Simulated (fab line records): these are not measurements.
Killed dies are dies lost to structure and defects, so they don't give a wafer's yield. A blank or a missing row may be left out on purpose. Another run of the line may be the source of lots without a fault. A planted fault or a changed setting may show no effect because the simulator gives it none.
A struck lot beside a sound one ; flow nandHarc ; 14 out of 1302 route steps
Sound: these wafers, L128.1, L128.3, L128.5. The struck wafers were L137.3, L137.4, L137.6. The cause is named last.
Each step with rows lists, per side, the tool, then ch with its chambers, then its first start. Under that, the readings that differ: sound wafers ; struck wafers ; difference of the means ; sigmas: that difference in standard deviations of wafers without a fault.
alike: a reading whose means differ by less than 2 such deviations, as well as words and numbers matching on both sides. not compared: withheld readings; readings where some wafer has no value; bounds like >300 that might hide an equal value; numbers whose values overlap and for which the record gives no deviation.
A row with sigmas, a row that says differs or no value, or rows on one side alone: a step with any of these is where the two part. Numbers that don't overlap but have no deviation are shown without sigmas and don't part them. Lack of a reading on every wafer of one side parts them only where that side has two or more wafers.

first, 3 steps without rows for these wafers: NHARC_A_CHANNEL_HOLE_D2_EXPOSE_07 (exposes mask HOLE D2, target cd 100 nm); NHARC_A_CHANNEL_HOLE_D2_PEB_08 (peb time 65 s); NHARC_A_CHANNEL_HOLE_D2_DEVELOP_09 (develop time 35 s).
NHARC_A_CHANNEL_HOLE_D2_CD_MEAS_10: the cd target is 100 nm.
  sound on cdSem-01 ch 0, day 13 08:50; struck on cdSem-02 ch 0, day 17 17:35
  alike: cdNm
NHARC_A_CHANNEL_HOLE_D2_OVL_MEAS_11:
  sound on overlay-01 at day 13 08:55; struck on overlay-01 at day 17 17:41
  alike: overlayXNm, overlayYNm
NHARC_A_CHANNEL_HOLE_D2_INSPECT_12:
  sound on defectInspect-01 at day 13 08:57; struck on defectInspect-01 at day 17 17:43
  alike: rawDefectCount
NHARC_A_CHANNEL_HOLE_D2_DESCUM_15: chemistry O2, time 3 s.
  sound on rieDiel-02 ch 0,3, day 13 09:02; struck on rieDiel-09 ch 1,2, day 17 17:46
  alike: drypumpMotorCurrentA, oesProductAu, rfVppV, showerheadPlenumPTorr, throttleValvePct
  not compared: rfHoursCounterH
NHARC_A_CHANNEL_HOLE_D2_ETCH_38: etches the open film in CF4, target depth 39 nm, time 65 s.
  sound on rieDiel-02 ch 1,3, day 13 09:06; struck on rieDiel-09 ch 0,2,3, day 17 17:52
  alike: biasW, cf4FlowSccm, drypumpMotorCurrentA, oesProductAu, rfVppV, showerheadPlenumPTorr, throttleValvePct
  not compared: rfHoursCounterH
NHARC_A_CHANNEL_HOLE_D2_ETCH_39: etches the open film in N2/H2, target depth 260 nm, time 325 s.
  sound on rieDiel-02 ch 0,1; struck on rieDiel-09 ch 1,2,3
  alike: biasW, chamberPressureMTorr, drypumpMotorCurrentA, oesProductAu, rfVppV, showerheadPlenumPTorr, throttleValvePct
  not compared: rfHoursCounterH
NHARC_A_CHANNEL_HOLE_D2_ETCH_34: etches the open film in CF4/CHF3, target depth 154 nm, time 77 s.
  sound on rieDiel-02 ch 1,2; struck on rieDiel-09 ch 1,2
  alike: biasW, cf4FlowSccm, drypumpMotorCurrentA, oesProductAu, rfVppV, showerheadPlenumPTorr, throttleValvePct
  not compared: rfHoursCounterH
NHARC_A_CHANNEL_HOLE_D2_ETCH_16: etches the open film in O2/COS, target depth 3100 nm, time 806 s.
  sound on rieDiel-02 ch 0,1,3; struck on rieDiel-09 ch 1,3
  alike: biasW, chamberPressureMTorr, drypumpMotorCurrentA, oesProductAu, rfVppV, showerheadPlenumPTorr, throttleValvePct
  not compared: rfHoursCounterH
NHARC_A_CHANNEL_HOLE_D2_CD_MEAS_18:
  sound on cdSem-02 at day 13 10:07; struck on cdSem-03 at day 17 18:53
reading;sound;struck;difference;sigmas
cdNm (nm);103.1 100.5 100.3;99.3 95.6 98.6;-3.5;-2
NHARC_A_CHANNEL_HOLE_D2_ETCH_19: etches the open film in C4F8/O2/Ar, time 34.5 s.
  sound on harEtch-01 ch 0,1, day 13 15:09; struck on harEtch-02 ch 0,1, day 18 02:07
  no value came back on the struck wafers for any of 5 readings (biasV (V), c4f8FlowSccm (sccm) and others); on the sound wafers biasV (V) reads 1203 1186 1205
  not compared: rfHoursCounterH
then, 1 step without rows for these wafers: NHARC_A_CHANNEL_HOLE_D2_ETCH_20 (etches the open film in C4F8/O2/Ar, time 361.9 s, target depth 1600 nm).

== WHERE THEY PART ==
First at NHARC_A_CHANNEL_HOLE_D2_CD_MEAS_18; last, within this record, at NHARC_A_CHANNEL_HOLE_D2_ETCH_19.

WHY: what the simulator had put in
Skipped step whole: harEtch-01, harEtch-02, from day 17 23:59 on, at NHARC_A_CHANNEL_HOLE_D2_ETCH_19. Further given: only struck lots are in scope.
